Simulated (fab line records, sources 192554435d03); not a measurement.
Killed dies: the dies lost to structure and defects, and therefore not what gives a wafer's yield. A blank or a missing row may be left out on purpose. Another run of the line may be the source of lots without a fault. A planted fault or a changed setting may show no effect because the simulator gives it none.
Matching of chambers / flow n5Finfet / 4 sister chambers for N5_BEOL_M5_ALD_86 on aldMetal-03
The step deposits TaN, pulse time 2 s, purge time 3 s, co reactant purge time 2 s. 14 wafers are shown with their chamber, then 7 later ones without.

## WAFERS PAIRED WITH THEIR CHAMBERS
wafer=L076.1; chamber=2; heaterPowerW (W)=464
wafer=L076.4; chamber=3; heaterPowerW (W)=400
wafer=L076.5; chamber=0; heaterPowerW (W)=356
wafer=L082.2; chamber=2; heaterPowerW (W)=457
wafer=L082.3; chamber=1; heaterPowerW (W)=403
wafer=L082.5; chamber=3; heaterPowerW (W)=401
wafer=L083.2; chamber=0; heaterPowerW (W)=355
wafer=L083.3; chamber=1; heaterPowerW (W)=413
wafer=L083.6; chamber=2; heaterPowerW (W)=474
wafer=L088.2; chamber=0; heaterPowerW (W)=360
wafer=L088.3; chamber=3; heaterPowerW (W)=382
wafer=L088.5; chamber=3; heaterPowerW (W)=394
wafer=L089.1; chamber=0; heaterPowerW (W)=353
wafer=L089.2; chamber=3; heaterPowerW (W)=392

SIGNATURES (averages over the wafers above)
reading=heaterPowerW; chamber 0=356.00; chamber 1=408.00; chamber 2=465.00; chamber 3=393.80; scatter within a chamber=6.74
Rule: for a wafer and a chamber, the distance is found by dividing, reading by reading, the gap between the wafer's reading and the chamber's mean by the reading's scatter, squaring, summing and taking the root. The wafer belongs to the nearest chamber; if the next one is less than 2 further off, it can't be placed. The scatter: the root of (the sum of the squares of (reading less its chamber's mean) over the shown wafers, divided by (wafers less chambers)).

## WAFERS WITHOUT THEIR CHAMBER
wafer=L089.3; heaterPowerW (W)=403
wafer=L092.1; heaterPowerW (W)=359
wafer=L092.2; heaterPowerW (W)=467
wafer=L092.4; heaterPowerW (W)=404
wafer=L091.1; heaterPowerW (W)=467
wafer=L091.3; heaterPowerW (W)=424
wafer=L091.6; heaterPowerW (W)=391

## WHICH CHAMBER EACH WENT THROUGH
wafer=L089.3; from the rows above=can't be placed: 1 or 3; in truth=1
wafer=L092.1; from the rows above=0; in truth=0
wafer=L092.2; from the rows above=2; in truth=2
wafer=L092.4; from the rows above=can't be placed: 1 or 3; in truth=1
wafer=L091.1; from the rows above=2; in truth=2
wafer=L091.3; from the rows above=1; in truth=1
wafer=L091.6; from the rows above=3; in truth=3
Placed correctly: 5 of 7. From these rows, 2 cannot be placed; in 2 the true chamber is one of the candidates. Wrongly placed: 0.
